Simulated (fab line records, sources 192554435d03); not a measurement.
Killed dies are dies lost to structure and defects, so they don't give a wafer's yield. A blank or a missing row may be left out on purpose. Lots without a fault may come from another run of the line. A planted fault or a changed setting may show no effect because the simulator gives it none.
Which tool did it? | flow n5_finfet | 10 lots, 30 wafers sampled, at 3 steps of a route of 1938

WHAT THE GAUGES READ, wafer by wafer
N5_SD_ACTIVATION_RS_MEAS_03: measures by four-point-probe.
lot  | measured    | on            | RS_SD_N (ohm/sq)
L327 | day 4 00:40 | film_metro-01 | 21.89 21.81 22.37
L335 | day 5 23:52 | film_metro-01 | 21.95 22.14 22.06
L336 | day 6 03:09 | film_metro-01 | 41.06 41.59 41.77
L337 | day 6 16:58 | film_metro-02 | 40.67 41.17 40.80
L339 | day 7 01:03 | film_metro-01 | 21.95 21.83 22.07
L340 | day 7 10:38 | film_metro-01 | 21.83 21.70 22.07
L344 | day 8 04:19 | film_metro-01 | 21.83 22.01 21.53
L345 | day 8 10:05 | film_metro-01 | 21.63 21.08 21.46
L347 | day 9 00:39 | film_metro-01 | 22.18 22.07 22.18
L348 | day 9 03:36 | film_metro-02 | 21.94 22.12 22.23

WHICH TOOL RAN EACH LOT (tool, then ch and the chambers of the sampled wafers, then the start)
lot  | N5_SD_EPI_N_EPI_21             | N5_SD_ACTIVATION_LSA_01
L327 | epi_rpcvd-03 ch 0, day 3 15:21 | laser_anneal-01 ch 0, day 4 00:28
L335 | epi_rpcvd-04 ch 0, day 5 16:13 | laser_anneal-02 ch 0, day 5 23:40
L336 | epi_rpcvd-03 ch 0, day 5 20:04 | laser_anneal-01 ch 0, day 6 02:57
L337 | epi_rpcvd-03 ch 0, day 6 08:42 | laser_anneal-02 ch 0, day 6 16:45
L339 | epi_rpcvd-04 ch 0, day 6 17:58 | laser_anneal-02 ch 0, day 7 00:52
L340 | epi_rpcvd-02 ch 0, day 7 03:34 | laser_anneal-02 ch 0, day 7 10:25
L344 | epi_rpcvd-02 ch 0, day 7 20:49 | laser_anneal-01 ch 0, day 8 04:07
L345 | epi_rpcvd-04 ch 0, day 8 03:18 | laser_anneal-02 ch 0, day 8 09:53
L347 | epi_rpcvd-02 ch 0, day 8 15:49 | laser_anneal-02 ch 0, day 9 00:28
L348 | epi_rpcvd-03 ch 0, day 8 20:10 | laser_anneal-01 ch 0, day 9 03:24
- N5_SD_EPI_N_EPI_21: deposits Si:P, time 690 s.
- N5_SD_ACTIVATION_LSA_01: time 0.0008 s.

THE ANSWER, worked out from the rows above alone
Rule: what is usual is taken from the lots themselves. Put in order of their means at a reading, lots are off if they are a third of the lots or fewer, leave a main group of 4 or more, and stand apart from it by a gap of 3 or more times the standard deviation of the main group's means; of several such gaps the widest counts. A main group whose means are all the same, to the digits that the tables above print for the reading, isn't used. A lot without any number at a reading at which 4 lots or more have one is off too. The other lots that the step has rows for count as sound.
Off: L336, L337, at N5_SD_ACTIVATION_RS_MEAS_03 (RS_SD_N). The main group: mean 21.91 ohm/sq, standard deviation 0.23.
A tool fits if, at a process step before that reading, it ran every lot that is off, and no sound lot after the first of them. The gauges at N5_SD_ACTIVATION_RS_MEAS_03 are tried like those tools. None of those tried fits.

WHAT THE SIMULATOR HAD PUT IN
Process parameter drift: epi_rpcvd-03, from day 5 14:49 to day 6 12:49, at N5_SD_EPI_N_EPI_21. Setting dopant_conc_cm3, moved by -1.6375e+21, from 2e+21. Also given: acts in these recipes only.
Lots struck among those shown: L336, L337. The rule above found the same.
